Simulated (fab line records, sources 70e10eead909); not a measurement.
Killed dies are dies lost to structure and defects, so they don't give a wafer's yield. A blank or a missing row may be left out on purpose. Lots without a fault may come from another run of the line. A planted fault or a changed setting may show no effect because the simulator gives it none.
Chamber matching | flow nand_harc | NHARC_P_BONDPAD_DEP_00 on pecvd-04: 3 sister chambers
The step deposits SiCN, target thk 250 nm. 3 wafers are shown with their chamber, then 7 later ones without.

WAFERS WITH THEIR CHAMBER
wafer  | chamber | showerhead_vpp_V (V)
L736.5 | 1       | 1320
L739.1 | 0       | 1240
L739.2 | 2       | 1347

WAFERS WITHOUT THEIR CHAMBER
wafer  | showerhead_vpp_V (V)
L739.4 | 1319
L740.1 | 1324
L740.3 | 1348
L740.6 | 1348
L741.1 | 1356
L741.2 | 1238
L741.5 | 1241

WHICH CHAMBER EACH WENT THROUGH
wafer  | from the rows above | in truth
L739.4 | 1                   | 1
L740.1 | 1                   | 1
L740.3 | 2                   | 2
L740.6 | 2                   | 2
L741.1 | 2                   | 2
L741.2 | 0                   | 0
L741.5 | 0                   | 0
Placed correctly: 7 of 7. Can't be placed from these rows: 0. Placed wrongly: 0.
How it was worked out, from the rows above alone: a wafer's distance from a chamber is the root of the sum, over the readings, of the square of ((its reading less the chamber's mean) divided by the reading's scatter). The wafer belongs to the nearest chamber; if the next one is less than 2 further off, it can't be placed. A chamber's mean is the mean of its shown wafers. The scatter: with one shown wafer a chamber, the root of the mean of the squares of how far each hidden wafer lies from its nearest shown one.
